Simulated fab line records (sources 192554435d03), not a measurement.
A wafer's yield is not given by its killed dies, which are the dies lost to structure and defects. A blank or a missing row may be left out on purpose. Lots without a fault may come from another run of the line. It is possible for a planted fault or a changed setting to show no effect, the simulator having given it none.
Split-lot experiment    flow n5 finfet    21 wafers read from 7 lots, route of 1938 steps

== THE SPLIT ITSELF ==
At N5_BEOL_M15_EXPOSE_07 (exposes mask V14), the setting dose mj was moved away from the recipe's 41.25 on 10 of the 21 wafers read, by -5.9% to +6.4%. For the rest of the wafers, this setting stayed at what the recipe calls for.

== FROM THE SPLIT TO THE READING: what the file shows between them, 11 steps ==
- N5_BEOL_M15_PEB_08: peb time 90 s
- N5_BEOL_M15_DEVELOP_09: develop time 45 s
- N5_BEOL_M15_HARDBAKE_14: time 120 s
- N5_BEOL_M15_CD_MEAS_10: target cd 360 nm
- N5_BEOL_M15_DESCUM_15: chemistry O2, time 7.9 s
- N5_BEOL_M15_ETCH_59: etches BARC in N2/H2, target depth 89 nm, overetch 26.7 nm, time 67.9 s
- N5_BEOL_M15_VIA_ETCH_16: etches SiO2 in C4F8/O2/Ar, target depth 1792.2 nm
- N5_BEOL_M15_STRIP_63: strips in O2
- N5_BEOL_M15_STRIP_64: strips in O2
- N5_BEOL_M15_STRIP_65: strips in post etch residue remover, time 60 s
- N5_BEOL_M15_SRD_66: time 30 s, dry time 30 s

== THE READING ==
Shown in nm: cd nm at N5_BEOL_M15_CD_MEAS_17, with target cd 360 nm. A value of 361.4 nm with a standard deviation of 1.8 nm is what fault-free wafers of this fab line usually give.

wafer   tool, chamber at the split  dose mj as run  against the recipe  cd nm, nm  against lot-mates on the recipe
L075.1  krf scanner-02, 0           43.9            +6.4%               370.9      +7.3
L075.3  krf scanner-02, 0           41.25           recipe              363.6      -
L075.6  krf scanner-02, 0           43.9            +6.4%               371.8      +8.2
L080.2  krf scanner-01, 0           39.41           -4.5%               357.2      -6.8
L080.3  krf scanner-01, 0           39.41           -4.5%               355.3      -8.7
L080.5  krf scanner-01, 0           41.25           recipe              364.0      -
L084.1  krf scanner-02, 0           41.25           recipe              360.3      -
L084.5  krf scanner-02, 0           41.25           recipe              362.0      -
L084.6  krf scanner-02, 0           39.2            -5.0%               355.2      -5.9
L085.3  krf scanner-01, 0           41.25           recipe              364.4      -
L085.5  krf scanner-01, 0           41.25           recipe              361.4      -
L085.6  krf scanner-01, 0           41.25           recipe              361.5      -
L089.2  krf scanner-02, 0           41.25           recipe              362.0      -
L089.5  krf scanner-02, 0           39.68           -3.8%               357.0      -5.0
L089.6  krf scanner-02, 0           39.68           -3.8%               354.9      -7.1
L094.1  krf scanner-01, 0           42.49           +3.0%               367.0      +2.8
L094.2  krf scanner-01, 0           42.49           +3.0%               371.3      +7.1
L094.4  krf scanner-01, 0           41.25           recipe              364.2      -
L096.1  krf scanner-02, 0           41.25           recipe              360.1      -
L096.3  krf scanner-02, 0           38.81           -5.9%               352.2      -8.1
L096.6  krf scanner-02, 0           41.25           recipe              360.4      -

FIT RESULTS
A straight line over all 21 wafers: cd nm changes by +1.55 nm for each +1% of dose mj; r = +0.95; the points scatter about the line by 1.7 nm.
The same after taking each lot's own level away (the mean of its wafers on the recipe; 21 wafers): +1.4 nm for each +1%; r = +0.97; scatter 1.3 nm.
On that fit, the largest move of dose mj shifts the reading by 9 nm.
Across the lots, their own levels run from 360.25 to 364.20 nm, a range of 2.2 times the standard deviation given above.
Thus the slope moves with the lot-to-lot level: the two fits are different.
Check: for one of the wafers moved furthest among these (+6.4%), held out of the fit, the line's prediction against its lot-mates is +9.27 nm. Against them it came out at +7.3 nm.

== THE WHOLE CHAIN: every reading that the file lists as answering this split, in the file's order ==
step                    what it does      reading  change (the file's fit)               r (the file's)
N5_BEOL_M15_CD_MEAS_10  target cd 360 nm  cd nm    +1.4 nm for each +1% of the setting   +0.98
N5_BEOL_M15_CD_MEAS_17  target cd 360 nm  cd nm    +1.38 nm for each +1% of the setting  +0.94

== THE FILE'S OWN FIT ==
cd nm changes by +1.38 nm for each +1% of dose mj, r = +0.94.
